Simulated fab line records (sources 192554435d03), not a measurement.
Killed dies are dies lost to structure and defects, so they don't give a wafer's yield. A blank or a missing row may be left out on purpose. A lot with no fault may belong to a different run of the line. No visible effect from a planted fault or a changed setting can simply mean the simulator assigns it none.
fab line records    flow n5-finfet
[record] lots = 24  wafers = 72  last-day = 18
route steps=1938 shown BEOL_M11@1589 BEOL_M12@1613 BEOL_M13@1673
lots that met no fault: from a run of the same line without faults
start-h: hours from the record's first day to the start of the lot's first wafer shown    wait-h: hours since the lot's step before    " the same as in the row above    L1.1+2: one row covering several wafers at once    - no value present, or no start provided    * or withheld: withheld    < > ~ a bound
route shown NAME@n: NAME is a module with steps in the file, n the number in the route of the first one    usual: average and standard deviation across the fault-free wafers    same: alike in all rows    chamber/n: place in a boat    sites: per-site readings    _std_site: their standard deviation    _edge_site: outer sites' mean less inner sites'    radius-mm: how far each site lies from the wafer's centre    mask NAME#n: copy n    behind: tool/chamber where the wafer was last shaped    hold: what put the lot on hold/how long, in hours/how the hold closed    device: whichever transistor did not switch (one of n, p or np)    end of line: tests run on the same wafers once the route is complete    for a step that has no rows: nothing shown but its recipe    killed: dies that structure and defects cost at the first sort, which is not the same as the wafer's yield    map: a wafer's dies, marking killed ones x, the rest . and places with no die _
set.NAME: the run value of the setting; set.NAME@STEP: its run value at that earlier step    model.NAME: the simulator's own value behind a step, which no gauge read
a sample of lots followed through the steps of the route, with each step as a table and each wafer as a row
services: a tool's chamber out of use, with start hour (start-h, from the record's first day; less than 0 if before it), hours out, and reason
[[steps]]
[step N5_BEOL_M11_PRE_CLEAN_45]
[recipe] gas = H2/He  time-s = 30  temp-c = 250
[usual] heater-power-w = 338/35
lot.wafer  tool            chamber  start-h  wait-h  heater-power-w
L075.2     pvd-sputter-02  -        236.15   0.0     323
L075.4     "               -        "        "       333
L075.5     "               -        "        "       418
L076.1     pvd-sputter-03  -        243.55   0.0     340
L076.4     "               -        "        "       342
L076.5     "               -        "        "       347
L074.2     pvd-sputter-03  -        246.25   0.0     347
L074.3     "               -        "        "       281
L074.6     "               -        "        "       338
L077.3     pvd-sputter-02  -        252.09   0.0     317
L077.5     "               -        "        "       328
L077.6     "               -        "        "       419
L079.2     pvd-sputter-03  -        275.63   0.0     348
L079.3     "               -        "        "       351
L079.6     "               -        "        "       280
L078.1     pvd-sputter-02  -        276.69   0.0     358
L078.2     "               -        "        "       316
L078.5     "               -        "        "       354
L082.3     pvd-sputter-01  -        282.53   0.0     322
L082.5     "               -        "        "       319
L082.6     "               -        "        "       315
L080.2     pvd-sputter-01  -        282.91   0.0     320
L080.3     "               -        "        "       352
L080.5     "               -        "        "       316
L081.1     pvd-sputter-02  -        284.68   0.0     406
L081.3     "               -        "        "       319
L081.6     "               -        "        "       412
L083.1     pvd-sputter-01  -        293.67   0.0     317
L083.2     "               -        "        "       364
L083.6     "               -        "        "       358
L085.1     pvd-sputter-01  -        295.80   0.0     331
L085.3     "               -        "        "       358
L085.6     "               -        "        "       323
L084.1     pvd-sputter-03  -        296.10   0.0     335
L084.4     "               -        "        "       351
L084.5     "               -        "        "       273
L087.2     pvd-sputter-01  -        316.14   0.0     321
L087.3     "               -        "        "       324
L087.5     "               -        "        "       314
L086.3     pvd-sputter-03  -        316.93   0.0     357
L086.4     "               -        "        "       345
L086.5     "               -        "        "       346
L088.3     pvd-sputter-03  -        319.87   0.0     342
L088.5     "               -        "        "       277
L088.6     "               -        "        "       337
L089.1     pvd-sputter-03  -        326.01   0.0     340
L089.2     "               -        "        "       368
L089.3     "               -        "        "       346
L090.2     pvd-sputter-03  -        335.04   0.0     345
L090.3     "               -        "        "       350
L090.4     "               -        "        "       271
L091.1     pvd-sputter-03  -        335.88   0.0     341
L091.2     "               -        "        "       279
L091.4     "               -        "        "       352
L092.1     pvd-sputter-02  -        341.57   0.0     421
L092.2     "               -        "        "       328
L092.3     "               -        "        "       330
L095.2     pvd-sputter-02  -        355.30   0.0     317
L095.3     "               -        "        "       401
L095.6     "               -        "        "       358
L093.1     pvd-sputter-02  -        363.11   0.0     320
L093.3     "               -        "        "       414
L093.5     "               -        "        "       322
L096.1     pvd-sputter-01  -        372.19   0.0     325
L096.3     "               -        "        "       327
L096.4     "               -        "        "       359
L094.1     pvd-sputter-02  -        372.26   0.0     329
L094.4     "               -        "        "       418
L094.5     "               -        "        "       326
L097.3     pvd-sputter-02  -        378.68   0.0     417
L097.5     "               -        "        "       319
L097.6     "               -        "        "       421
[step N5_BEOL_M11_DEP_56]
[recipe] material = SiCN  target-thk-a = 300  temp-c = withheld  precursor = 3MS/NH3  pressure-torr = 3  rf-w = 675  time-s = 10.5
[usual] showerhead-plenum-p-Torr = 4.165/0.027  throttle-valve-pct = 17.7/0.65
lot.wafer  tool      chamber  start-h  wait-h  showerhead-plenum-p-Torr  throttle-valve-pct
L075.2     pecvd-03  0        238.79   0.0     4.187                     18.4
L075.4     "         1        "        "       4.156                     17.7
L075.5     "         0        "        "       4.195                     18.8
L076.1     pecvd-03  0        246.84   0.0     4.190                     18.5
L076.4     "         0        "        "       4.194                     18.9
L076.5     "         2        "        "       4.134                     17.4
L074.2     pecvd-03  0        247.73   0.0     4.198                     18.2
L074.3     "         2        "        "       4.147                     17.2
L074.6     "         0        "        "       4.173                     18.5
L077.3     pecvd-03  2        253.83   0.0     4.137                     17.1
L077.5     "         0        "        "       4.194                     18.5
L077.6     "         2        "        "       4.148                     17.0
L079.2     pecvd-03  2        277.64   0.0     4.133                     17.1
L079.3     "         0        "        "       4.184                     18.7
L079.6     "         0        "        "       4.195                     18.6
L078.1     pecvd-04  2        278.96   0.0     4.123                     16.9
L078.2     "         0        "        "       4.165                     17.8
L078.5     "         2        "        "       4.117                     16.8
L082.3     pecvd-04  2        284.36   0.0     4.122                     16.9
L082.5     "         0        "        "       4.179                     17.9
L082.6     "         2        "        "       4.126                     16.9
L080.2     pecvd-02  1        285.04   0.0     4.205                     18.1
L080.3     "         2        "        "       4.202                     17.1
L080.5     "         1        "        "       4.202                     18.2
L081.1     pecvd-04  2        286.20   0.0     4.120                     17.0
L081.3     "         2        "        "       4.129                     17.1
L081.6     "         0        "        "       4.185                     18.0
L083.1     pecvd-04  0        297.07   0.0     4.167                     17.7
L083.2     "         2        "        "       4.130                     17.0
L083.6     "         2        "        "       4.126                     16.9
L085.1     pecvd-04  0        297.27   0.0     4.170                     17.9
L085.3     "         2        "        "       4.114                     16.8
L085.6     "         1        "        "       4.173                     17.3
L084.1     pecvd-04  1        297.97   0.0     4.174                     17.1
L084.4     "         1        "        "       4.165                     17.0
L084.5     "         2        "        "       4.123                     16.9
L087.2     pecvd-02  0        317.61   0.0     4.184                     19.4
L087.3     "         2        "        "       4.206                     17.1
L087.5     "         1        "        "       4.217                     18.5
L086.3     pecvd-03  1        318.67   0.0     4.153                     17.9
L086.4     "         1        "        "       4.175                     17.7
L086.5     "         2        "        "       4.143                     17.2
L088.3     pecvd-02  0        321.83   0.0     4.178                     19.2
L088.5     "         0        "        "       4.174                     19.1
L088.6     "         2        "        "       4.208                     17.5
L089.1     pecvd-04  0        327.94   0.0     4.160                     17.8
L089.2     "         2        "        "       4.112                     17.0
L089.3     "         1        "        "       4.174                     17.1
L090.2     pecvd-04  0        336.79   0.0     4.174                     17.8
L090.3     "         2        "        "       4.132                     16.9
L090.4     "         0        "        "       4.155                     17.9
L091.1     pecvd-02  1        337.49   0.0     4.203                     18.1
L091.2     "         0        "        "       4.178                     19.4
L091.4     "         0        "        "       4.186                     19.0
L092.1     pecvd-04  2        343.97   0.0     4.130                     17.1
L092.2     "         1        "        "       4.175                     17.2
L092.3     "         0        "        "       4.156                     18.0
L095.2     pecvd-04  0        356.98   0.0     4.182                     18.0
L095.3     "         2        "        "       4.133                     17.2
L095.6     "         2        "        "       4.127                     17.0
L093.1     pecvd-04  0        365.38   0.0     4.186                     18.0
L093.3     "         1        "        "       4.181                     17.1
L093.5     "         2        "        "       4.118                     17.0
L096.1     pecvd-02  0        373.62   0.0     4.184                     19.1
L096.3     "         1        "        "       4.203                     18.5
L096.4     "         2        "        "       4.203                     17.6
L094.1     pecvd-03  0        373.78   0.0     4.195                     18.8
L094.4     "         2        "        "       4.142                     17.3
L094.5     "         0        "        "       4.182                     18.6
L097.3     pecvd-04  1        382.87   0.0     4.170                     17.0
L097.5     "         2        "        "       4.119                     17.3
L097.6     "         0        "        "       4.164                     17.9
[step N5_BEOL_M12_OVL_MEAS_11]
[recipe] points-per-wafer = 44
[usual] V11_OVL = -2/6.1
lot.wafer  tool        chamber  start-h  wait-h  V11_OVL[nm]
L075.2     overlay-01  0        239.40   0.0     8
L075.4     "           0        "        "       4
L075.5     "           0        "        "       0
L076.1     overlay-02  0        247.45   0.0     -7
L076.4     "           0        "        "       0
L076.5     "           0        "        "       -6
L074.2     overlay-01  0        248.44   0.0     -15
L074.3     "           0        "        "       -8
L074.6     "           0        "        "       -12
L077.3     overlay-02  0        254.43   0.0     -2
L077.5     "           0        "        "       6
L077.6     "           0        "        "       -1
L079.2     overlay-02  0        278.23   0.0     6
L079.3     "           0        "        "       8
L079.6     "           0        "        "       17
L078.1     overlay-02  0        280.67   0.0     -3
L078.2     "           0        "        "       -3
L078.5     "           0        "        "       -10
L082.3     overlay-02  0        285.03   0.0     2
L082.5     "           0        "        "       5
L082.6     "           0        "        "       -4
L080.2     overlay-01  0        285.80   0.0     -7
L080.3     "           0        "        "       -14
L080.5     "           0        "        "       -4
L081.1     overlay-01  0        286.98   0.0     -6
L081.3     "           0        "        "       -5
L081.6     "           0        "        "       -3
L083.1     overlay-02  0        297.66   0.0     -4
L083.2     "           0        "        "       -8
L083.6     "           0        "        "       -5
L085.1     overlay-02  0        297.98   0.0     -2
L085.3     "           0        "        "       -4
L085.6     "           0        "        "       -1
L084.1     overlay-01  0        298.69   0.0     -3
L084.4     "           0        "        "       -2
L084.5     "           0        "        "       -15
L087.2     overlay-02  0        318.20   0.0     9
L087.3     "           0        "        "       -5
L087.5     "           0        "        "       2
L086.3     overlay-01  0        319.38   0.0     -3
L086.4     "           0        "        "       3
L086.5     "           0        "        "       -1
L088.3     overlay-02  0        322.55   0.0     -15
L088.5     "           0        "        "       -11
L088.6     "           0        "        "       -2
L089.1     overlay-01  0        328.53   0.0     -10
L089.2     "           0        "        "       3
L089.3     "           0        "        "       -7
L090.2     overlay-02  0        337.38   0.0     -9
L090.3     "           0        "        "       5
L090.4     "           0        "        "       -8
L091.1     overlay-02  0        338.08   0.0     -3
L091.2     "           0        "        "       3
L091.4     "           0        "        "       5
L092.1     overlay-01  0        344.56   0.0     7
L092.2     "           0        "        "       1
L092.3     "           0        "        "       1
L095.2     overlay-01  0        357.70   0.0     -9
L095.3     "           0        "        "       -7
L095.6     "           0        "        "       0
L093.1     overlay-02  0        366.09   0.0     6
L093.3     "           0        "        "       8
L093.5     "           0        "        "       11
L096.1     overlay-01  0        374.21   0.0     -10
L096.3     "           0        "        "       -6
L096.4     "           0        "        "       3
L094.1     overlay-02  0        374.37   0.0     -9
L094.4     "           0        "        "       2
L094.5     "           0        "        "       -12
L097.3     overlay-02  0        383.46   0.0     -2
L097.5     "           0        "        "       -4
L097.6     "           0        "        "       -8
[step N5_BEOL_M12_ETCH_67]
[recipe] chemistry = CF4  target = SiARC  target-depth-a = 1430  time-s = 238.3  ion-energy-ev = 80  pressure-mtorr = 40  source-w = 545  bias-w = 36  Ar_flow_sccm = 100  cf4-flow-sccm = 100  ends = cleared
[usual] drypump-motor-current-A = 5.8/0.56  etch-rf-on-time-s = 238/4.7  oes-product-au = 0.66/0.068  rf-vpp-V = 183.8/1  showerhead-plenum-p-Torr = 2.12/0.062  throttle-valve-pct = 15.70/0.25
lot.wafer  tool         chamber  start-h  wait-h  drypump-motor-current-A  etch-rf-on-time-s  oes-product-au  rf-hours-counter-h  rf-vpp-V  showerhead-plenum-p-Torr  throttle-valve-pct
L075.2     rie-diel-01  0        240.58   0.0     5.3                      243                0.72            65                  183.3     2.16                      15.59
L075.4     "            2        "        "       5.1                      243                0.65            112                 183.2     2.07                      15.59
L075.5     "            2        "        "       5.1                      241                0.66            -                   182.8     2.07                      15.61
L076.1     rie-diel-02  0        248.45   0.0     5.6                      245                0.77            9                   183.8     2.19                      15.51
L076.4     "            1        "        "       6.6                      237                0.60            191                 182.9     2.13                      15.89
L076.5     "            3        "        "       5.0                      232                0.62            -                   184.3     2.13                      16.14
L074.2     rie-diel-01  2        249.67   0.0     5.1                      240                0.66            115                 182.2     2.07                      15.60
L074.3     "            3        "        "       6.2                      245                0.66            83                  183.2     2.16                      15.20
L074.6     "            0        "        "       5.3                      241                0.71            -                   184.3     2.16                      15.60
L077.3     rie-diel-02  0        255.56   0.0     5.6                      242                0.77            11                  185.5     2.19                      15.51
L077.5     "            2        "        "       5.8                      234                0.63            -                   185.1     2.20                      15.67
L077.6     "            3        "        "       5.0                      232                0.61            -                   184.2     2.13                      16.15
L079.2     rie-diel-04  2        279.34   0.0     6.1                      229                0.71            83                  183.2     2.07                      15.39
L079.3     "            0        "        "       6.8                      241                0.59            235                 183.2     2.02                      16.05
L079.6     "            2        "        "       6.1                      230                0.71            -                   183.9     2.07                      15.38
L078.1     rie-diel-04  2        281.97   0.0     6.2                      229                0.72            85                  182.9     2.07                      15.39
L078.2     "            0        "        "       6.8                      240                0.59            236                 183.2     2.02                      16.07
L078.5     "            3        "        "       5.3                      237                0.62            -                   184.7     2.05                      15.89
L082.3     rie-diel-04  0        286.15   0.0     6.8                      241                0.59            239                 184.0     2.02                      16.06
L082.5     "            2        "        "       6.1                      233                0.71            -                   184.0     2.07                      15.39
L082.6     "            0        "        "       6.8                      244                0.58            -                   183.4     2.02                      16.05
L080.2     rie-diel-01  3        286.80   0.0     6.2                      242                0.66            95                  184.9     2.16                      15.20
L080.3     "            1        "        "       5.5                      240                0.67            104                 184.5     2.16                      15.55
L080.5     "            2        "        "       5.2                      244                0.64            -                   181.5     2.06                      15.62
L081.1     rie-diel-02  3        288.26   0.0     5.0                      232                0.60            221                 183.1     2.12                      16.15
L081.3     "            0        "        "       5.6                      244                0.75            19                  183.8     2.19                      15.53
L081.6     "            1        "        "       6.6                      235                0.59            -                   184.1     2.12                      15.94
L083.1     rie-diel-04  0        298.88   0.0     6.8                      243                0.58            243                 183.3     2.02                      16.06
L083.2     "            3        "        "       5.3                      236                0.62            210                 181.9     2.05                      15.90
L083.6     "            1        "        "       6.0                      238                0.83            -                   184.3     2.11                      15.59
L085.1     rie-diel-02  0        299.00   0.0     5.6                      240                0.74            23                  185.2     2.19                      15.54
L085.3     "            3        "        "       5.0                      231                0.60            224                 182.8     2.12                      16.16
L085.6     "            2        "        "       5.8                      234                0.61            -                   184.7     2.20                      15.70
L084.1     rie-diel-04  1        300.12   0.0     6.0                      241                0.83            4                   183.3     2.11                      15.62
L084.4     "            2        "        "       6.1                      229                0.71            92                  184.5     2.07                      15.42
L084.5     "            3        "        "       5.3                      241                0.61            -                   183.8     2.04                      15.89
L087.2     rie-diel-01  3        319.46   0.0     6.2                      243                0.64            106                 183.9     2.15                      15.23
L087.3     "            0        "        "       5.3                      242                0.69            91                  184.2     2.16                      15.63
L087.5     "            0        "        "       5.3                      241                0.69            -                   185.1     2.16                      15.63
L086.3     rie-diel-01  2        320.39   0.0     5.2                      242                0.63            139                 183.3     2.06                      15.67
L086.4     "            0        "        "       5.3                      239                0.69            92                  183.3     2.16                      15.64
L086.5     "            0        "        "       5.3                      240                0.69            -                   184.1     2.16                      15.63
L088.3     rie-diel-02  0        323.65   0.0     5.6                      242                0.72            31                  184.5     2.18                      15.55
L088.5     "            3        "        "       5.0                      231                0.60            -                   184.5     2.12                      16.17
L088.6     "            0        "        "       5.6                      242                0.72            -                   185.6     2.18                      15.53
L089.1     rie-diel-01  0        329.66   0.0     5.3                      240                0.68            95                  183.5     2.15                      15.63
L089.2     "            2        "        "       5.1                      239                0.64            143                 182.0     2.06                      15.66
L089.3     "            1        "        "       5.4                      240                0.65            119                 182.9     2.16                      15.56
L090.2     rie-diel-04  2        338.61   0.0     6.1                      227                0.70            109                 183.5     2.06                      15.44
L090.3     "            0        "        "       6.8                      231                0.84            2                   185.0     2.27                      15.58
L090.4     "            1        "        "       6.0                      241                0.78            20                  184.0     2.10                      15.66
L091.1     rie-diel-02  3        339.08   0.0     5.0                      234                0.59            237                 183.4     2.12                      16.19
L091.2     "            1        "        "       6.6                      239                0.58            224                 184.7     2.12                      15.95
L091.4     "            2        "        "       5.8                      236                0.61            233                 185.5     2.19                      15.72
L092.1     rie-diel-04  1        345.57   0.0     6.0                      239                0.78            22                  182.9     2.10                      15.65
L092.2     "            0        "        "       6.8                      232                0.82            4                   186.6     2.27                      15.59
L092.3     "            2        "        "       6.1                      227                0.69            112                 182.8     2.06                      15.45
L095.2     rie-diel-02  2        358.70   0.0     5.8                      234                0.60            239                 185.0     2.19                      15.73
L095.3     "            3        "        "       5.0                      231                0.59            244                 183.5     2.11                      16.22
L095.6     "            3        "        "       5.0                      233                0.59            -                   183.0     2.11                      16.19
L093.1     rie-diel-04  3        367.37   0.0     5.3                      240                0.61            237                 181.7     2.04                      15.96
L093.3     "            0        "        "       6.8                      235                0.80            10                  185.8     2.27                      15.62
L093.5     "            0        "        "       6.8                      235                0.80            -                   186.0     2.27                      15.60
L096.1     rie-diel-01  0        375.21   0.0     5.3                      238                0.67            111                 183.1     2.15                      15.68
L096.3     "            3        "        "       6.2                      242                0.63            125                 183.8     2.15                      15.27
L096.4     "            1        "        "       5.5                      239                0.64            135                 185.5     2.15                      15.61
L094.1     rie-diel-04  3        375.50   0.0     5.3                      238                0.60            240                 182.4     2.04                      15.94
L094.4     "            1        "        "       6.0                      239                0.77            32                  182.8     2.10                      15.65
L094.5     "            3        "        "       5.3                      238                0.60            -                   183.5     2.04                      15.96
L097.3     rie-diel-02  2        384.51   0.0     5.8                      236                0.60            250                 183.5     2.18                      15.75
L097.5     "            2        "        "       5.8                      233                0.60            -                   186.8     2.18                      15.76
L097.6     "            1        "        "       6.6                      237                0.57            -                   185.9     2.11                      15.98
[step N5_BEOL_M12_DEP_53]
[recipe] material = SiCN  target-thk-a = 300  temp-c = withheld  precursor = 3MS/NH3  pressure-torr = 3  rf-w = 675  time-s = 10.5
[usual] showerhead-plenum-p-Torr = 4.174/0.028  throttle-valve-pct = 17.9/0.69
lot.wafer  tool      chamber  start-h  wait-h  showerhead-plenum-p-Torr  throttle-valve-pct
L075.2     pecvd-04  1        244.29   0.0     4.173                     16.9
L075.4     "         0        "        "       4.172                     17.9
L075.5     "         2        "        "       4.127                     16.9
L076.1     pecvd-02  2        250.87   0.0     4.210                     17.1
L076.4     "         0        "        "       4.190                     19.2
L076.5     "         1        "        "       4.211                     18.6
L074.2     pecvd-02  0        253.29   0.0     4.188                     19.3
L074.3     "         1        "        "       4.210                     18.1
L074.6     "         1        "        "       4.204                     18.3
L077.3     pecvd-04  1        259.00   0.0     4.176                     17.3
L077.5     "         2        "        "       4.132                     16.9
L077.6     "         0        "        "       4.166                     17.8
L079.2     pecvd-01  1        284.27   0.0     4.175                     17.9
L079.3     "         0        "        "       4.169                     18.5
L079.6     "         0        "        "       4.160                     18.5
L078.1     pecvd-02  1        285.59   0.0     4.212                     18.2
L078.2     "         2        "        "       4.192                     17.0
L078.5     "         1        "        "       4.205                     18.5
L082.3     pecvd-01  0        289.77   0.0     4.151                     18.4
L082.5     "         2        "        "       4.129                     17.7
L082.6     "         1        "        "       4.176                     17.8
L081.1     pecvd-02  0        290.91   0.0     4.186                     18.8
L081.3     "         2        "        "       4.210                     17.1
L081.6     "         2        "        "       4.198                     17.3
L080.2     pecvd-04  2        291.34   0.0     4.121                     16.9
L080.3     "         2        "        "       4.132                     16.9
L080.5     "         0        "        "       4.162                     17.9
L083.1     pecvd-02  1        301.50   0.0     4.213                     18.3
L083.2     "         0        "        "       4.186                     19.2
L083.6     "         1        "        "       4.205                     18.3
L085.1     pecvd-01  2        303.59   0.0     4.130                     17.8
L085.3     "         1        "        "       4.185                     17.8
L085.6     "         0        "        "       4.162                     18.4
L084.1     pecvd-02  2        310.57   0.0     4.203                     17.3
L084.4     "         0        "        "       4.175                     19.1
L084.5     "         2        "        "       4.200                     17.2
L086.3     pecvd-04  2        323.24   0.0     4.127                     17.2
L086.4     "         0        "        "       4.154                     17.9
L086.5     "         2        "        "       4.130                     17.0
L087.2     pecvd-01  2        326.12   0.0     4.134                     18.0
L087.3     "         0        "        "       4.155                     18.3
L087.5     "         0        "        "       4.158                     18.5
L088.3     pecvd-02  1        326.14   0.0     4.197                     18.3
L088.5     "         0        "        "       4.188                     19.1
L088.6     "         2        "        "       4.207                     17.3
L089.1     pecvd-01  2        335.03   0.0     4.136                     18.3
L089.2     "         0        "        "       4.159                     18.6
L089.3     "         1        "        "       4.182                     17.6
L090.2     pecvd-04  1        342.81   0.0     4.171                     17.1
L090.3     "         0        "        "       4.164                     18.0
L090.4     "         0        "        "       4.177                     17.7
L091.1     pecvd-02  1        343.70   0.0     4.214                     18.3
L091.2     "         0        "        "       4.188                     19.1
L091.4     "         0        "        "       4.176                     19.3
L092.1     pecvd-01  1        349.03   0.0     4.170                     17.7
L092.2     "         2        "        "       4.130                     18.1
L092.3     "         0        "        "       4.169                     18.7
L095.2     pecvd-01  0        362.42   0.0     4.154                     18.3
L095.3     "         2        "        "       4.141                     18.2
L095.6     "         0        "        "       4.165                     18.5
L093.1     pecvd-02  2        371.13   0.0     4.205                     17.2
L093.3     "         0        "        "       4.187                     19.5
L093.5     "         2        "        "       4.215                     17.5
L096.1     pecvd-02  0        378.76   0.0     4.182                     19.1
L096.3     "         1        "        "       4.207                     18.1
L096.4     "         1        "        "       4.209                     18.3
L094.1     pecvd-04  1        378.84   0.0     4.179                     16.8
L094.4     "         1        "        "       4.176                     17.2
L094.5     "         1        "        "       4.167                     17.2
L097.3     pecvd-01  1        389.80   0.0     4.181                     17.8
L097.5     "         2        "        "       4.140                     17.9
L097.6     "         0        "        "       4.158                     18.5
[step N5_BEOL_M13_ETCH_59]
[recipe] chemistry = N2/H2  target = BARC  target-depth-a = 890  overetch-a = 267  time-s = 67.9  ion-energy-ev = 200  pressure-mtorr = 30  source-w = 840  bias-w = 150  n2-flow-sccm = 200  h2-flow-sccm = 200
[usual] drypump-motor-current-A = 5.42/0.3  oes-product-au = 0.69/0.081  rf-vpp-V = 524.3/1.8  showerhead-plenum-p-Torr = 2.56/0.061  throttle-valve-pct = 17.87/0.29
lot.wafer  tool         chamber  start-h  wait-h  drypump-motor-current-A  oes-product-au  rf-hours-counter-h  rf-vpp-V  showerhead-plenum-p-Torr  throttle-valve-pct
L075.2     rie-diel-05  0        245.15   0.0     5.04                     0.83            7                   525.8     2.63                      17.90
L075.4     "            3        "        "       5.31                     0.62            179                 523.3     2.52                      18.05
L075.5     "            0        "        "       5.04                     0.82            -                   526.1     2.63                      17.92
L076.1     rie-diel-05  2        251.71   0.0     5.69                     0.76            26                  524.5     2.60                      17.72
L076.4     "            0        "        "       5.03                     0.82            10                  525.4     2.62                      17.91
L076.5     "            3        "        "       5.32                     0.61            -                   524.3     2.52                      18.05
L074.2     rie-diel-05  2        254.12   0.0     5.68                     0.76            28                  526.6     2.60                      17.71
L074.3     "            0        "        "       4.97                     0.82            11                  526.2     2.62                      17.91
L074.6     "            1        "        "       5.46                     0.75            -                   523.0     2.48                      17.47
L077.3     rie-diel-05  0        259.81   0.0     4.99                     0.82            14                  525.7     2.62                      17.90
L077.5     "            0        "        "       5.00                     0.80            -                   525.9     2.62                      17.90
L077.6     "            1        "        "       5.48                     0.74            -                   521.0     2.48                      17.47
L079.2     rie-diel-03  1        285.03   0.0     5.29                     0.67            93                  525.0     2.66                      17.68
L079.3     "            3        "        "       5.15                     0.78            13                  525.3     2.62                      17.87
L079.6     "            1        "        "       5.30                     0.67            -                   527.6     2.66                      17.70
L078.1     rie-diel-05  1        286.31   0.0     5.45                     0.74            56                  521.5     2.48                      17.48
L078.2     "            0        "        "       5.02                     0.80            21                  526.1     2.62                      17.96
L078.5     "            1        "        "       5.45                     0.74            -                   522.0     2.48                      17.47
L082.3     rie-diel-06  3        290.56   0.0     5.35                     0.60            200                 522.7     2.53                      18.16
L082.5     "            3        "        "       5.32                     0.60            -                   523.1     2.53                      18.17
L082.6     "            1        "        "       5.46                     0.75            -                   525.8     2.60                      17.61
L081.1     rie-diel-06  2        291.61   0.0     5.89                     0.62            220                 525.0     2.54                      18.54
L081.3     "            3        "        "       5.35                     0.60            201                 523.0     2.53                      18.16
L081.6     "            3        "        "       5.31                     0.60            -                   523.8     2.53                      18.15
L080.2     rie-diel-06  3        292.06   0.0     5.34                     0.59            201                 524.1     2.53                      18.18
L080.3     "            1        "        "       5.43                     0.76            29                  525.2     2.60                      17.59
L080.5     "            1        "        "       5.43                     0.75            -                   525.3     2.60                      17.61
L083.1     rie-diel-06  2        302.33   0.0     5.88                     0.61            224                 523.2     2.54                      18.55
L083.2     "            0        "        "       5.13                     0.61            184                 526.2     2.66                      17.98
L083.6     "            0        "        "       5.09                     0.61            -                   525.4     2.66                      17.98
L085.1     rie-diel-03  3        304.41   0.0     5.15                     0.77            19                  524.7     2.61                      17.88
L085.3     "            2        "        "       5.29                     0.78            12                  521.3     2.49                      17.77
L085.6     "            1        "        "       5.28                     0.66            -                   527.8     2.66                      17.69
L084.1     rie-diel-03  2        311.40   0.0     5.27                     0.78            14                  522.2     2.49                      17.76
L084.4     "            1        "        "       5.29                     0.66            100                 527.7     2.66                      17.71
L084.5     "            3        "        "       5.16                     0.76            -                   526.4     2.61                      17.85
L086.3     rie-diel-03  3        324.07   0.0     5.16                     0.76            24                  525.3     2.61                      17.88
L086.4     "            1        "        "       5.28                     0.66            106                 528.7     2.66                      17.71
L086.5     "            0        "        "       5.92                     0.60            -                   522.5     2.50                      17.64
L087.2     rie-diel-05  0        327.01   0.0     5.02                     0.77            34                  526.4     2.61                      17.97
L087.3     "            2        "        "       5.69                     0.74            44                  525.0     2.59                      17.74
L087.5     "            0        "        "       5.03                     0.77            -                   524.7     2.61                      17.94
L088.3     rie-diel-05  2        327.31   0.0     5.66                     0.74            44                  524.3     2.59                      17.75
L088.5     "            0        "        "       5.00                     0.78            -                   524.3     2.61                      17.95
L088.6     "            1        "        "       5.47                     0.72            -                   521.8     2.47                      17.51
L089.1     rie-diel-06  2        335.87   0.0     5.93                     0.61            232                 523.1     2.53                      18.58
L089.2     "            3        "        "       5.34                     0.59            214                 523.7     2.52                      18.19
L089.3     "            1        "        "       5.45                     0.73            41                  525.7     2.59                      17.64
L090.2     rie-diel-03  3        343.80   0.0     5.17                     0.75            30                  526.6     2.61                      17.90
L090.3     "            1        "        "       5.30                     0.65            111                 525.7     2.65                      17.72
L090.4     "            0        "        "       5.95                     0.58            244                 522.4     2.49                      17.65
L091.1     rie-diel-03  2        344.41   0.0     5.26                     0.76            24                  522.4     2.49                      17.79
L091.2     "            1        "        "       5.30                     0.66            111                 526.7     2.65                      17.72
L091.4     "            0        "        "       5.94                     0.59            244                 524.4     2.49                      17.63
L092.1     rie-diel-03  0        349.75   0.0     5.93                     0.59            246                 523.7     2.49                      17.65
L092.2     "            3        "        "       5.14                     0.75            32                  525.7     2.61                      17.89
L092.3     "            2        "        "       5.25                     0.76            26                  522.1     2.49                      17.79
L095.2     rie-diel-06  2        363.12   0.0     5.92                     0.61            241                 522.7     2.53                      18.58
L095.3     "            0        "        "       5.07                     0.60            201                 527.5     2.65                      18.01
L095.6     "            2        "        "       5.93                     0.60            -                   523.6     2.53                      18.58
L093.1     rie-diel-05  2        372.30   0.0     5.70                     0.73            58                  524.1     2.58                      17.76
L093.3     "            0        "        "       5.03                     0.75            48                  525.9     2.61                      17.96
L093.5     "            3        "        "       5.33                     0.59            -                   524.2     2.50                      18.10
L096.1     rie-diel-06  3        379.58   0.0     5.38                     0.58            227                 522.6     2.52                      18.23
L096.3     "            0        "        "       5.11                     0.59            206                 526.3     2.65                      18.02
L096.4     "            2        "        "       5.91                     0.60            246                 522.6     2.53                      18.58
L094.1     rie-diel-03  2        379.75   0.0     5.27                     0.74            37                  522.0     2.48                      17.79
L094.4     "            1        "        "       5.29                     0.64            124                 528.3     2.65                      17.74
L094.5     "            2        "        "       5.29                     0.74            -                   522.6     2.48                      17.81
L097.3     rie-diel-03  3        390.96   0.0     5.15                     0.74            46                  523.9     2.60                      17.92
L097.5     "            0        "        "       5.95                     0.85            -                   523.2     2.49                      17.34
L097.6     "            1        "        "       5.28                     0.63            -                   526.4     2.65                      17.76
[[services]]
tool            chamber  start-h  hours  kind
rie-diel-03     -        223.67   1.2    repair
rie-diel-06     3        226.39   4.2    repair
rie-diel-01     -        226.88   11.4   repair
rie-diel-06     2        227.03   16.7   repair
pecvd-01        2        232.52   6.1    repair
pvd-sputter-02  -        239.55   2.6    repair
rie-diel-03     -        252.99   2.8    pm
rie-diel-03     3        257.10   10.3   repair
pecvd-01        -        261.97   1.2    repair
rie-diel-02     0        269.78   9.7    repair
rie-diel-01     -        271.78   1.1    repair
pecvd-04        1        274.60   19.2   repair
rie-diel-03     0        275.51   4.4    repair
rie-diel-03     -        281.98   0.1    repair
rie-diel-06     0        287.29   12.3   repair
rie-diel-05     2        295.07   17.0   repair
pvd-sputter-01  -        306.96   5.3    repair
pecvd-04        -        312.91   0.8    repair
rie-diel-05     2        316.07   4.0    repair
rie-diel-03     3        317.28   3.7    repair
pecvd-03        1        341.80   5.4    repair
rie-diel-05     1        370.48   4.3    repair
rie-diel-05     1        375.69   6.9    repair
rie-diel-02     1        377.66   3.6    repair
[[key]]
fault none
